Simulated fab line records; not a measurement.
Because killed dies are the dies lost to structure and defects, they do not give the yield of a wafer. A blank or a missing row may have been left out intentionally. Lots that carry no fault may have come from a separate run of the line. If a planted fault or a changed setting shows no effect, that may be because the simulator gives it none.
Matching of chambers | flow nand harc | pecvd-03 running NHARC_A_STAIRCASE_DEP_325: 3 sister chambers
The step deposits SiO2, target thk 3800 nm. 3 wafers are shown with their chamber, then 7 later ones without.

== WAFERS, EACH WITH ITS CHAMBER ==
wafer  | chamber | heater power w (W)
L083.4 | 2       | 646
L092.4 | 1       | 708
L092.5 | 0       | 482

== WAFERS WHOSE CHAMBER IS MISSING ==
wafer  | heater power w (W)
L092.6 | 646
L091.2 | 810
L091.4 | 644
L091.5 | 720
L095.3 | 544
L095.4 | 461
L095.6 | 654

== THE CHAMBER EACH PASSED THROUGH ==
wafer  | from the rows above     | in truth
L092.6 | can't be placed: 2 or 1 | 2
L091.2 | can't be placed: 1 or 2 | 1
L091.4 | can't be placed: 2 or 1 | 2
L091.5 | can't be placed: 1 or 2 | 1
L095.3 | can't be placed: 0 or 2 | 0
L095.4 | 0                       | 0
L095.6 | can't be placed: 2 or 1 | 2
1 of 7 placed correctly. Cannot be placed on the basis of these rows: 6; the candidates contain the true chamber in 6. Number placed wrongly: 0.
How it was worked out, from the rows above alone: a wafer's distance from a chamber is the root of the sum, over the readings, of the square of ((its reading less the chamber's mean) divided by the reading's scatter). The wafer belongs to the nearest chamber; if the next one is less than 2 further off, it can't be placed. For every chamber, the mean is computed from those of its wafers that are shown. The scatter: root of mean squared gap, hidden wafer to nearest shown wafer, with one shown wafer a chamber.
